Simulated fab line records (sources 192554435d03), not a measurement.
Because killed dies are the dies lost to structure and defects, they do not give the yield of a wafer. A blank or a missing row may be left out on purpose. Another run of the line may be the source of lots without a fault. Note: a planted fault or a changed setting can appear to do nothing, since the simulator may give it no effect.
Chamber matching :: flow n5-finfet :: 4 sister chambers for N5_BEOL_M3_ETCH_74 on rie-diel-05
The step etches underlayer in N2/H2, target depth 6.5 nm, time 5.2 s. 4 wafers are shown with their chamber, then 12 later ones without.

== WAFERS PAIRED WITH THEIR CHAMBERS ==
wafer: L079.6
chamber: 3
etch-rf-on-time-s (s): 5.33

wafer: L087.6
chamber: 0
etch-rf-on-time-s (s): 5.27

wafer: L089.4
chamber: 1
etch-rf-on-time-s (s): 5.07

wafer: L089.6
chamber: 2
etch-rf-on-time-s (s): 5.17

== WAFERS WITH NO CHAMBER GIVEN ==
wafer: L090.1
etch-rf-on-time-s (s): 5.08

wafer: L090.2
etch-rf-on-time-s (s): 5.18

wafer: L090.5
etch-rf-on-time-s (s): 5.07

wafer: L093.1
etch-rf-on-time-s (s): 5.04

wafer: L093.4
etch-rf-on-time-s (s): 5.30

wafer: L093.6
etch-rf-on-time-s (s): 5.28

wafer: L092.1
etch-rf-on-time-s (s): 5.19

wafer: L092.3
etch-rf-on-time-s (s): 5.18

wafer: L092.6
etch-rf-on-time-s (s): 5.00

wafer: L096.1
etch-rf-on-time-s (s): 5.27

wafer: L096.3
etch-rf-on-time-s (s): 5.00

wafer: L096.5
etch-rf-on-time-s (s): 5.22

== CHAMBER TAKEN BY EACH ==
wafer: L090.1
from the rows above: 1
in truth: 1

wafer: L090.2
from the rows above: 2
in truth: 2

wafer: L090.5
from the rows above: 1
in truth: 1

wafer: L093.1
from the rows above: 1
in truth: 1

wafer: L093.4
from the rows above: can't be placed: 0 or 3
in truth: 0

wafer: L093.6
from the rows above: can't be placed: 0 or 3
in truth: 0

wafer: L092.1
from the rows above: can't be placed: 2 or 0
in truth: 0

wafer: L092.3
from the rows above: 2
in truth: 2

wafer: L092.6
from the rows above: 1
in truth: 1

wafer: L096.1
from the rows above: can't be placed: 0 or 3
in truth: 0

wafer: L096.3
from the rows above: 1
in truth: 1

wafer: L096.5
from the rows above: can't be placed: 0 or 2 or 3
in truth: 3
Correct placement for 7 of the 12. From these rows, 5 cannot be placed; in 5 the true chamber is one of the candidates. Placed wrongly: 0.
How it was worked out, from the rows above alone: a wafer's distance from a chamber is the root of the sum, over the readings, of the square of ((its reading less the chamber's mean) divided by the reading's scatter). The wafer belongs to the nearest chamber; if the next one is less than 2 further off, it can't be placed. A chamber's mean is the mean of its shown wafers. The scatter (one wafer shown for each chamber): square how far every hidden wafer sits from the nearest shown wafer, average those squares and take the square root.
